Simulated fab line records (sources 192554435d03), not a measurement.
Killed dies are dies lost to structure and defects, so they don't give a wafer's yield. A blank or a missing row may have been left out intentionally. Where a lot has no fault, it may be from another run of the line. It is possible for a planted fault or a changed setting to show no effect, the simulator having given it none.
Split-lot study    flow n5_finfet    39 wafers read from 7 lots, route of 1938 steps

SPLIT DETAILS
At N5_BEOL_M8_TRENCH_ETCH_37 (etches SiCOH lowk in C4F6/O2, target depth 93.478 nm, time 31.2 s), the setting target_depth_a was moved away from the recipe's 934.78 angstrom on 9 of the 39 wafers read, by -26.6% to +49.0%. All remaining wafers had this setting at the recipe value.

FROM THE SPLIT TO THE READING: what the file shows between them, 8 steps
- N5_BEOL_M8_ETCH_41: etches SiCN in CH3F/O2, target depth 31.9 nm, time 57.8 s
- N5_BEOL_M8_STRIP_80: strips in N2/H2, time 10 s
- N5_BEOL_M8_OCD_MEAS_38
- N5_BEOL_M8_HM_STRIP_39: strips TiN in peroxide tin strip, target depth 25 nm, time 158 s
- N5_BEOL_M8_SRD_40: time 30 s
- N5_BEOL_M8_ECD_50: material Cu, target thk 300 nm
- N5_BEOL_M8_ANNEAL_51: time 90 s
- N5_BEOL_M8_CMP_52: polishes, stops on SiCOH lowk, t overpolish 6.9 s, target thk 80 nm

THE READING
M8_THK, in nm, at N5_BEOL_M8_THK_MEAS_53 (measures by xrf). Typical for fault-free wafers on this fab line: 80.2 nm, with standard deviation 2 nm.

wafer   tool, chamber at the split  target_depth_a as run, angstrom  against the recipe  M8_THK, nm  against lot-mates on the recipe
L075.1  rie_diel-03, 0              1393                             +49.0%              121.1       +41.8
L075.2  rie_diel-03, 3              934.78                           recipe              80.3        -
L075.3  rie_diel-03, 1              1393                             +49.0%              121.2       +41.9
L075.4  rie_diel-03, 0              1393                             +49.0%              120.3       +41.0
L075.5  rie_diel-03, 3              934.78                           recipe              80.9        -
L075.6  rie_diel-03, 1              934.78                           recipe              76.6        -
L077.1  rie_diel-05, 3              1387                             +48.4%              127.3       +45.9
L077.2  rie_diel-05, 1              1387                             +48.4%              123.4       +42.0
L077.3  rie_diel-05, 0              934.78                           recipe              80.0        -
L077.4  rie_diel-05, 2              1387                             +48.4%              125.0       +43.6
L077.5  rie_diel-05, 3              934.78                           recipe              83.6        -
L077.6  rie_diel-05, 0              934.78                           recipe              80.6        -
L078.1  rie_diel-02, 2              934.78                           recipe              82.3        -
L078.2  rie_diel-02, 1              934.78                           recipe              77.7        -
L078.3  rie_diel-02, 3              934.78                           recipe              81.4        -
L078.4  rie_diel-02, 0              934.78                           recipe              81.7        -
L078.5  rie_diel-02, 1              934.78                           recipe              78.8        -
L078.6  rie_diel-02, 2              934.78                           recipe              82.6        -
L083.1  rie_diel-03, 3              934.78                           recipe              79.2        -
L083.2  rie_diel-03, 1              934.78                           recipe              77.8        -
L083.3  rie_diel-03, 0              934.78                           recipe              81.7        -
L083.4  rie_diel-03, 2              934.78                           recipe              82.4        -
L083.5  rie_diel-03, 1              934.78                           recipe              76.9        -
L083.6  rie_diel-03, 0              934.78                           recipe              79.4        -
L082.1  rie_diel-05, 1              934.78                           recipe              80.5        -
L082.2  rie_diel-05, 2              934.78                           recipe              81.0        -
L082.3  rie_diel-05, 3              934.78                           recipe              83.2        -
L082.4  rie_diel-05, 2              934.78                           recipe              80.6        -
L082.5  rie_diel-05, 1              934.78                           recipe              80.3        -
L082.6  rie_diel-05, 3              934.78                           recipe              82.0        -
L085.1  rie_diel-05, 0              685.9                            -26.6%              60.0        -22.2
L085.2  rie_diel-05, 2              685.9                            -26.6%              56.6        -25.6
L085.3  rie_diel-05, 3              685.9                            -26.6%              57.1        -25.1
L085.4  rie_diel-05, 0              934.78                           recipe              82.8        -
L085.5  rie_diel-05, 3              934.78                           recipe              81.6        -
L085.6  rie_diel-05, 2              934.78                           recipe              82.3        -
L091.2  rie_diel-05, 1              934.78                           recipe              80.0        -
L091.5  rie_diel-05, 2              934.78                           recipe              76.9        -
L091.6  rie_diel-05, 0              934.78                           recipe              79.6        -

FIT RESULTS
A straight line over all 39 wafers: M8_THK changes by +0.869 nm for each +1% of target_depth_a; r = +0.99; the points scatter about the line by 2.1 nm.
The same after taking each lot's own level away (the mean of its wafers on the recipe; 39 wafers): +0.883 nm for each +1%; r = +1.00; scatter 1.7 nm.
The reading moves by 43 nm for the largest change in target_depth_a, on that fit.
Measured against the standard deviation above, the lots' own levels, which go from 78.83 to 82.23 nm, span 1.7 times it.
The two slopes are in agreement: the lot-to-lot level therefore moves the slope only a little.
Check: for one of the wafers moved furthest among these (+49.0%), held out of the fit, the line's prediction against its lot-mates is +43.4 nm. Against them it came out at +41.8 nm.

THE WHOLE CHAIN: every reading that the file lists as answering this split, in the file's order
step                       what it does                                                         reading                                                                           change (the file's fit)                                                               r (the file's)
N5_BEOL_M8_TRENCH_ETCH_37  etches SiCOH lowk in C4F6/O2, target depth 93.478 nm, time 31.2 s    etch.depth_nm (the simulator's own value, which no gauge read)                    +0.903 nm for each +1% of the setting                                                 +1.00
N5_BEOL_M8_TRENCH_ETCH_37  etches SiCOH lowk in C4F6/O2, target depth 93.478 nm, time 31.2 s    BEOL_M8.feature_depth_nm (the simulator's own value, which no gauge read)         +0.903 nm for each +1% of the setting                                                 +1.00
N5_BEOL_M8_TRENCH_ETCH_37  etches SiCOH lowk in C4F6/O2, target depth 93.478 nm, time 31.2 s    TiN_of_BEOL_M8_HM_DEP_02.thk_nm (the simulator's own value, which no gauge read)  -0.0256 nm for each +1% of the setting                                                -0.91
N5_BEOL_M8_OCD_MEAS_38                                                                          trench_depth_nm                                                                   +0.902 nm for each +1% of the setting                                                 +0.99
N5_BEOL_M8_CMP_52          polishes, stops on SiCOH lowk, t overpolish 6.9 s, target thk 80 nm  Cu_of_BEOL_M8_ECD_50.thk_nm (the simulator's own value, which no gauge read)      +0.887 nm for each +1% of the setting                                                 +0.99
N5_BEOL_M8_THK_MEAS_53     measures by xrf                                                      M8_THK                                                                            +0.882 for each +1% of the setting                                                    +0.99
N5_BEOL_M8_RS_MEAS_57      measures by four-point-probe                                         M8_RS                                                                             not straight: 0.421 at the lowest setting, 0.282 at the recipe, 0.176 at the highest  not given

FILE'S OWN FIT
M8_THK changes by +0.882 nm for each +1% of target_depth_a, r = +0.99.
